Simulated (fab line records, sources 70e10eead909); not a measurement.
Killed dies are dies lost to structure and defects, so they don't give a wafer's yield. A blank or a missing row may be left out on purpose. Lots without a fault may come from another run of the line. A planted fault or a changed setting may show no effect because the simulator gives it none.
fab line records | flow nand_harc
record lots=14 wafers=42 last_day=33
route steps=1302 shown A_M1@1189 A_BONDPAD@1213
lots that met no fault: from a run of the same line without faults
start_h: hours from the record's first day to the start of the lot's first wafer shown | wait_h: hours since the lot's step before | " the same as in the row above | L1.1+2: a row that stands for several wafers | - no value, or no start given | * or withheld: withheld | < > ~ a bound
route shown NAME@n: a module of which the file shows steps, and the number in the route of the first | usual: mean/standard deviation of fault-free wafers | same: alike in all rows | chamber/n: place in a boat | sites: the reading at each site | _std_site: their standard deviation | _edge_site: outer sites' mean less inner sites' | radius_mm: how far each site lies from the wafer's centre | mask NAME#n: copy n | behind: the tool/chamber that last shaped the wafer | hold: why the lot was held/for how many hours/how that ended | device: the transistor (n, p or np) that didn't switch | end of line: the same wafers' tests at the end of the route | a step without rows: its recipe alone | killed: dies lost to structure and defects at the first sort, not the wafer's yield | map: a wafer's dies, x killed, . not, _ none there
set.NAME: the setting as run; set.NAME@STEP: as run at that earlier step | model.NAME: the simulator's own value behind a step, which no gauge read
steps of the route over a sample of lots; a table a step, a row a wafer
services: from which hour (start_h, from the record's first day; less than 0 if before it) a tool's chamber was out of use, for how many hours, and why
## steps
# step NHARC_A_M1_DEGAS_29
# recipe temp_c=250 time_s=60
# usual heater_power_w=339/43
# same time_s=60
# columns lot.wafer tool chamber start_h wait_h heater_power_w
L678.4 pvd_sputter-01 - 546.18 - 438
L678.2 " - " " 306
L678.5 " - " " 428
L679.4 pvd_sputter-03 - 559.31 - 328
L679.2 " - " " 338
L679.6 " - " " 295
L680.4 pvd_sputter-03 - 593.86 - 323
L680.1 " - " " 335
L680.2 " - " " 302
L682.2 pvd_sputter-02 - 600.03 - 360
L682.1 " - " " 333
L682.5 " - " " 329
L683.4 pvd_sputter-01 - 622.44 - 294
L683.1 " - " " 305
L683.5 " - " " 438
L687.3 pvd_sputter-01 - 647.83 - 290
L687.1 " - " " 313
L687.6 " - " " 424
L686.1 pvd_sputter-01 - 658.18 - 311
L686.2 " - " " 437
L686.5 " - " " 305
L691.3 pvd_sputter-02 - 676.81 - 345
L691.5 " - " " 378
L691.6 " - " " 310
L692.1 pvd_sputter-01 - 701.52 - 425
L692.4 " - " " 286
L692.3 " - " " 337
L693.3 pvd_sputter-02 - 707.46 - 313
L693.2 " - " " 315
L693.6 " - " " 367
L695.4 pvd_sputter-03 - 728.20 - 346
L695.3 " - " " 294
L695.6 " - " " 340
L696.2 pvd_sputter-03 - 742.04 - 291
L696.4 " - " " 357
L696.6 " - " " 296
L697.3 pvd_sputter-02 - 745.93 - 316
L697.4 " - " " 368
L697.6 " - " " 312
L698.2 pvd_sputter-01 - 749.05 - 287
L698.3 " - " " 345
L698.5 " - " " 283
# step NHARC_A_M1_CMP_23
# recipe t_overpolish_s=20 target_thk_nm=154.34
# usual motor_current_A=12.1/1 time_to_endpoint_s=29.0/2
# columns lot.wafer tool chamber start_h wait_h motor_current_A time_to_endpoint_s
L678.2 cmp-02 2 547.29 - 12.5 25.4
L678.4 " 3 " " 11.2 26.7
L678.5 " 2 " " 12.9 25.9
L679.4 cmp-03 0 560.40 - 13.1 30.1
L679.2 " 2 " " 11.7 35.8
L679.6 " 1 " " 12.6 33.4
L680.2 cmp-04 3 594.95 - 11.3 30.4
L680.4 " 0 " " 10.6 29.7
L680.1 " 2 " " 13.1 34.1
L682.2 cmp-02 2 601.11 - 12.1 29.0
L682.1 " 1 " " 13.1 29.2
L682.5 " 2 " " 12.2 26.1
L683.4 cmp-02 1 623.66 - 14.4 32.1
L683.1 " 2 " " 12.7 30.5
L683.5 " 3 " " 11.2 32.4
L687.1 cmp-03 1 648.95 - 12.3 28.5
L687.3 " 3 " " 12.5 26.6
L687.6 " 0 " " 12.0 26.8
L686.1 cmp-03 3 659.32 - 12.2 29.1
L686.2 " 1 " " 11.8 30.1
L686.5 " 2 " " 12.5 30.1
L691.3 cmp-03 1 677.87 - 12.4 28.5
L691.6 " 1 " " 11.5 29.7
L691.5 " 2 " " 11.8 31.0
L692.1 cmp-02 3 702.60 - 11.6 30.9
L692.4 " 0 " " 14.1 26.9
L692.3 " 1 " " 13.8 31.3
L693.3 cmp-03 0 708.54 - 12.2 28.0
L693.2 " 3 " " 12.4 27.5
L693.6 " 1 " " 12.7 28.9
L695.3 cmp-04 0 729.32 - 10.6 31.3
L695.4 " 2 " " 14.3 30.8
L695.6 " 3 " " 11.3 30.2
L696.4 cmp-03 0 743.15 - 12.9 27.2
L696.2 " 2 " " 12.7 29.5
L696.6 " 0 " " 13.3 25.4
L697.4 cmp-04 2 747.01 - 13.1 29.3
L697.3 " 3 " " 11.9 29.1
L697.6 " 2 " " 12.9 27.9
L698.2 cmp-03 0 750.14 - 12.4 30.5
L698.3 " 1 " " 12.1 28.0
L698.5 " 0 " " 12.4 27.1
# step NHARC_A_BONDPAD_PEB_07
# recipe peb_temp_c=128 peb_time_s=80
# usual chill_plate_temp_C=22.99/0.1 exhaust_pa=45.1/0.88 heater_power_total_W=189.8/0.78 plate_temp_C=128.02/0.14 resist_line_temp_C=22.99/0.094
# columns lot.wafer tool chamber start_h wait_h chill_plate_temp_C exhaust_pa heater_power_total_W plate_temp_C resist_line_temp_C
L678.2 litho_track-02 0 549.49 0.1 22.89 44.6 190.0 128.26 22.99
L678.4 " 0 " " 23.07 46.3 190.2 128.17 22.89
L678.5 " 0 " " 22.94 44.6 190.9 128.17 23.00
L679.2 litho_track-07 0 562.59 0.1 22.96 45.0 190.3 127.91 23.04
L679.4 " 0 " " 22.94 45.6 188.6 128.08 23.10
L679.6 " 0 " " 23.15 45.9 190.4 128.09 22.93
L680.1 litho_track-03 0 597.27 0.1 23.10 45.2 190.7 128.24 22.88
L680.2 " 0 " " 23.15 45.6 189.7 127.96 22.96
L680.4 " 0 " " 23.00 46.3 189.1 128.09 22.86
L682.1 litho_track-02 0 603.41 0.1 22.94 45.8 189.8 128.17 22.92
L682.2 " 0 " " 22.96 46.4 189.0 128.36 23.03
L682.5 " 0 " " 23.17 47.1 190.7 128.17 23.03
L683.1 litho_track-02 0 625.94 0.1 22.83 43.9 190.6 127.87 23.03
L683.4 " 0 " " 23.03 46.1 189.0 127.96 23.14
L683.5 " 0 " " 23.05 44.8 188.8 128.06 23.05
L687.1 litho_track-07 - 651.23 0.1 - - - - -
L687.3 " - " " - - - - -
L687.6 " - " " - - - - -
L686.1 litho_track-02 - 661.51 0.1 - - - - -
L686.2 " - " " - - - - -
L686.5 " - " " - - - - -
L691.3 litho_track-02 0 680.27 0.1 22.92 45.1 189.1 127.78 22.86
L691.5 " 0 " " 22.96 44.0 190.7 128.02 22.76
L691.6 " 0 " " 22.75 43.6 189.4 127.88 22.96
L692.1 litho_track-07 0 704.78 0.1 22.92 46.0 190.6 128.03 23.00
L692.3 " 0 " " 23.10 45.1 190.0 127.91 23.10
L692.4 " 0 " " 23.01 44.1 188.6 127.97 22.95
L693.2 litho_track-03 0 710.85 0.1 23.10 45.0 189.2 127.95 23.01
L693.3 " 0 " " 22.79 44.0 190.8 128.05 23.04
L693.6 " 0 " " 22.94 46.7 190.9 128.19 23.06
L695.3 litho_track-02 0 731.48 0.1 23.02 45.3 188.6 127.88 22.96
L695.4 " 0 " " 23.09 45.1 190.5 127.86 23.16
L695.6 " 0 " " 22.92 45.2 190.6 127.89 23.12
L696.2 litho_track-02 0 745.32 0.1 23.02 44.5 190.2 127.90 23.05
L696.4 " 0 " " 22.81 45.3 189.4 127.89 23.10
L696.6 " 0 " " 23.14 45.4 190.7 128.16 23.14
L697.3 litho_track-02 0 749.20 0.1 23.02 45.2 190.9 127.98 22.99
L697.4 " 0 " " 23.01 44.7 189.0 127.82 23.00
L697.6 " 0 " " 22.87 45.8 188.6 127.79 22.90
L698.2 litho_track-03 0 752.33 0.1 22.89 44.1 188.7 127.85 22.89
L698.3 " 0 " " 23.11 44.8 189.1 128.22 23.05
L698.5 " 0 " " 23.19 45.2 190.9 128.12 23.00
# step NHARC_A_BONDPAD_ANNEAL_28
# recipe temp_c=225 time_s=90
# usual wafer_temp_C_max=226.3/0.42
# same time_s=90
# columns lot.wafer tool chamber start_h wait_h wafer_temp_C_max
L678.2 rtp_anneal-02 0 551.58 0.3 226.2
L678.4 " 0 " " 225.9
L678.5 " 0 " " 225.6
L679.2 rtp_anneal-02 0 564.62 - 226.0
L679.4 " 0 " " 225.9
L679.6 " 0 " " 225.9
L680.1 rtp_anneal-01 0 599.25 0.3 226.4
L680.2 " 0 " " 226.4
L680.4 " 0 " " 226.8
L682.1 rtp_anneal-02 0 605.39 0.3 226.2
L682.2 " 0 " " 225.5
L682.5 " 0 " " 225.7
L683.1 rtp_anneal-02 0 627.93 - 225.9
L683.4 " 0 " " 225.9
L683.5 " 0 " " 225.5
L687.1 rtp_anneal-01 0 653.38 0.3 226.3
L687.3 " 0 " " 226.5
L687.6 " 0 " " 226.6
L686.1 rtp_anneal-01 0 663.48 - 226.6
L686.2 " 0 " " 226.1
L686.5 " 0 " " 226.3
L691.3 rtp_anneal-01 0 682.49 - 226.4
L691.5 " 0 " " 227.1
L691.6 " 0 " " 226.7
L692.1 rtp_anneal-01 0 706.75 0.3 226.4
L692.3 " 0 " " 226.7
L692.4 " 0 " " 226.7
L693.2 rtp_anneal-01 0 712.93 - 226.6
L693.3 " 0 " " 226.3
L693.6 " 0 " " 226.9
L695.3 rtp_anneal-01 0 733.61 - 226.7
L695.4 " 0 " " 226.6
L695.6 " 0 " " 226.6
L696.2 rtp_anneal-01 0 747.68 0.7 226.5
L696.4 " 0 " " 226.8
L696.6 " 0 " " 226.7
L697.3 rtp_anneal-01 0 751.27 - 226.4
L697.4 " 0 " " 226.9
L697.6 " 0 " " 227.5
L698.2 rtp_anneal-01 0 754.36 0.3 227.1
L698.3 " 0 " " 226.5
L698.5 " 0 " " 226.4
## services
# columns tool chamber start_h hours kind
pvd_sputter-03 - 526.00 10.0 pm
cmp-03 - 530.65 3.9 repair
cmp-02 - 542.38 4.0 pm
cmp-03 - 545.17 1.9 repair
pvd_sputter-02 - 550.72 7.4 repair
cmp-03 - 564.45 4.0 pm
cmp-04 - 571.21 1.9 repair
litho_track-02 - 577.00 7.0 pm
cmp-02 - 577.55 2.4 repair
pvd_sputter-01 - 582.28 10.0 pm
pvd_sputter-03 - 600.04 2.2 repair
litho_track-07 - 601.00 7.0 pm
pvd_sputter-03 - 618.08 0.6 repair
pvd_sputter-02 - 638.02 10.0 pm
cmp-02 - 640.38 4.0 pm
pvd_sputter-02 - 652.07 4.9 repair
cmp-03 - 662.45 4.0 pm
cmp-03 - 672.80 1.4 repair
pvd_sputter-03 - 691.09 7.9 repair
pvd_sputter-03 - 704.00 10.0 pm
cmp-03 - 727.66 2.6 repair
cmp-02 - 738.38 4.0 pm
rtp_anneal-02 - 744.00 12.0 pm
litho_track-02 - 752.00 7.0 pm
## key
first_sign step=NHARC_A_BONDPAD_PEB_07 reading=tool_record direction=missing
effect none on later readings
met_at NHARC_A_BONDPAD_PEB_07
struck_lots L686,L687
later_rows_left_out L686.1,L686.2,L686.5,L687.1,L687.3,L687.6
sort_left_out L686.1,L686.2,L686.5,L687.1,L687.3,L687.6
not_acting_at NHARC_A_M1_DEGAS_29,NHARC_A_M1_CMP_23,NHARC_A_BONDPAD_ANNEAL_28
onset_between 625.94 651.23
fault kind=skipped_step_whole tool=litho_track-02,litho_track-07 chamber=- onset_h=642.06 steps=NHARC_A_BONDPAD_PEB_07 scope=struck_lots_only
# sort_left_out: the simulated sort isn't trusted on such a fault, so these wafers' sort isn't shown, and their yield isn't known
# later_rows_left_out: the simulator's readings of these wafers behind a module that went badly wrong aren't trusted and aren't shown, but for the sort
